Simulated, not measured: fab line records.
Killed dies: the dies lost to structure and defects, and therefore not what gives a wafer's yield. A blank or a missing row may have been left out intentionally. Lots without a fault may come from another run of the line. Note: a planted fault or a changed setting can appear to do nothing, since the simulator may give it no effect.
Matching of chambers || flow n5_finfet || 3 sister chambers for N5_BEOL_M13_ILD_DEP_00 on pecvd-02
The step deposits SiOC from DEMS/O2, target thk 837.92 nm, time 166.4 s. 20 wafers are shown with their chamber, then 10 later ones without.

== WAFERS PAIRED WITH THEIR CHAMBERS ==
{"wafer": "L075.1", "chamber": 2, "throttle_valve_pct (%)": 11.9, "showerhead_plenum_p_Torr (Torr)": 5.693, "heater_power_w (W)": 412}
{"wafer": "L075.2", "chamber": 1, "throttle_valve_pct (%)": 13.2, "showerhead_plenum_p_Torr (Torr)": 5.712, "heater_power_w (W)": 477}
{"wafer": "L075.4", "chamber": 0, "throttle_valve_pct (%)": 12.0, "showerhead_plenum_p_Torr (Torr)": 5.684, "heater_power_w (W)": 470}
{"wafer": "L081.1", "chamber": 0, "throttle_valve_pct (%)": 11.9, "showerhead_plenum_p_Torr (Torr)": 5.705, "heater_power_w (W)": 494}
{"wafer": "L081.3", "chamber": 2, "throttle_valve_pct (%)": 11.9, "showerhead_plenum_p_Torr (Torr)": 5.699, "heater_power_w (W)": 471}
{"wafer": "L081.4", "chamber": 2, "throttle_valve_pct (%)": 11.6, "showerhead_plenum_p_Torr (Torr)": 5.680, "heater_power_w (W)": 505}
{"wafer": "L082.2", "chamber": 0, "throttle_valve_pct (%)": 11.9, "showerhead_plenum_p_Torr (Torr)": 5.707, "heater_power_w (W)": 556}
{"wafer": "L082.3", "chamber": 1, "throttle_valve_pct (%)": 12.5, "showerhead_plenum_p_Torr (Torr)": 5.701, "heater_power_w (W)": 524}
{"wafer": "L082.4", "chamber": 1, "throttle_valve_pct (%)": 13.1, "showerhead_plenum_p_Torr (Torr)": 5.702, "heater_power_w (W)": 432}
{"wafer": "L087.1", "chamber": 2, "throttle_valve_pct (%)": 12.0, "showerhead_plenum_p_Torr (Torr)": 5.681, "heater_power_w (W)": 427}
{"wafer": "L087.3", "chamber": 0, "throttle_valve_pct (%)": 12.0, "showerhead_plenum_p_Torr (Torr)": 5.723, "heater_power_w (W)": 596}
{"wafer": "L087.6", "chamber": 2, "throttle_valve_pct (%)": 12.1, "showerhead_plenum_p_Torr (Torr)": 5.698, "heater_power_w (W)": 460}
{"wafer": "L088.2", "chamber": 2, "throttle_valve_pct (%)": 11.8, "showerhead_plenum_p_Torr (Torr)": 5.675, "heater_power_w (W)": 488}
{"wafer": "L088.4", "chamber": 2, "throttle_valve_pct (%)": 11.6, "showerhead_plenum_p_Torr (Torr)": 5.689, "heater_power_w (W)": 500}
{"wafer": "L088.6", "chamber": 1, "throttle_valve_pct (%)": 13.0, "showerhead_plenum_p_Torr (Torr)": 5.699, "heater_power_w (W)": 413}
{"wafer": "L086.1", "chamber": 2, "throttle_valve_pct (%)": 11.7, "showerhead_plenum_p_Torr (Torr)": 5.677, "heater_power_w (W)": 469}
{"wafer": "L086.4", "chamber": 2, "throttle_valve_pct (%)": 12.0, "showerhead_plenum_p_Torr (Torr)": 5.682, "heater_power_w (W)": 511}
{"wafer": "L086.5", "chamber": 1, "throttle_valve_pct (%)": 12.8, "showerhead_plenum_p_Torr (Torr)": 5.693, "heater_power_w (W)": 420}
{"wafer": "L092.1", "chamber": 0, "throttle_valve_pct (%)": 11.7, "showerhead_plenum_p_Torr (Torr)": 5.722, "heater_power_w (W)": 530}
{"wafer": "L092.2", "chamber": 2, "throttle_valve_pct (%)": 11.5, "showerhead_plenum_p_Torr (Torr)": 5.678, "heater_power_w (W)": 445}

SIGNATURES, as means of the wafers listed above
{"reading": "throttle_valve_pct", "chamber 0": 11.900, "chamber 1": 12.920, "chamber 2": 11.810, "scatter within a chamber": 0.208}
{"reading": "showerhead_plenum_p_Torr", "chamber 0": 5.70820, "chamber 1": 5.70140, "chamber 2": 5.68520, "scatter within a chamber": 0.0106}
{"reading": "heater_power_w", "chamber 0": 529.20, "chamber 1": 453.20, "chamber 2": 468.80, "scatter within a chamber": 41.1}
Rule: for a wafer and a chamber, the distance is found by dividing, reading by reading, the gap between the wafer's reading and the chamber's mean by the reading's scatter, squaring, summing and taking the root. If the next closest chamber is less than 2 further off than the closest, the wafer can't be placed; otherwise it belongs to the closest. The scatter is the square root of a quotient: the sum, over the shown wafers, of each reading's squared deviation from its chamber's mean, divided by wafers minus chambers.

== WAFERS MISSING THEIR CHAMBER ==
{"wafer": "L092.5", "throttle_valve_pct (%)": 12.0, "showerhead_plenum_p_Torr (Torr)": 5.711, "heater_power_w (W)": 586}
{"wafer": "L093.2", "throttle_valve_pct (%)": 11.8, "showerhead_plenum_p_Torr (Torr)": 5.675, "heater_power_w (W)": 451}
{"wafer": "L093.4", "throttle_valve_pct (%)": 12.1, "showerhead_plenum_p_Torr (Torr)": 5.693, "heater_power_w (W)": 477}
{"wafer": "L093.5", "throttle_valve_pct (%)": 12.8, "showerhead_plenum_p_Torr (Torr)": 5.691, "heater_power_w (W)": 534}
{"wafer": "L095.2", "throttle_valve_pct (%)": 12.2, "showerhead_plenum_p_Torr (Torr)": 5.676, "heater_power_w (W)": 477}
{"wafer": "L095.3", "throttle_valve_pct (%)": 11.8, "showerhead_plenum_p_Torr (Torr)": 5.678, "heater_power_w (W)": 485}
{"wafer": "L095.6", "throttle_valve_pct (%)": 11.9, "showerhead_plenum_p_Torr (Torr)": 5.696, "heater_power_w (W)": 394}
{"wafer": "L096.3", "throttle_valve_pct (%)": 11.9, "showerhead_plenum_p_Torr (Torr)": 5.678, "heater_power_w (W)": 479}
{"wafer": "L096.4", "throttle_valve_pct (%)": 12.0, "showerhead_plenum_p_Torr (Torr)": 5.715, "heater_power_w (W)": 578}
{"wafer": "L096.6", "throttle_valve_pct (%)": 12.2, "showerhead_plenum_p_Torr (Torr)": 5.676, "heater_power_w (W)": 486}

== WHICH CHAMBER EACH WENT THROUGH ==
{"wafer": "L092.5", "from the rows above": 0, "in truth": 0}
{"wafer": "L093.2", "from the rows above": 2, "in truth": 2}
{"wafer": "L093.4", "from the rows above": "can't be placed: 2 or 0", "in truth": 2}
{"wafer": "L093.5", "from the rows above": 1, "in truth": 1}
{"wafer": "L095.2", "from the rows above": "can't be placed: 2 or 0", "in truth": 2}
{"wafer": "L095.3", "from the rows above": 2, "in truth": 2}
{"wafer": "L095.6", "from the rows above": "can't be placed: 2 or 0", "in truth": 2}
{"wafer": "L096.3", "from the rows above": 2, "in truth": 2}
{"wafer": "L096.4", "from the rows above": 0, "in truth": 0}
{"wafer": "L096.6", "from the rows above": "can't be placed: 2 or 0", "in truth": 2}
Correct placement for 6 of the 10. These rows do not allow placing 4 (true chamber among the candidates in 4). 0 placed wrongly.
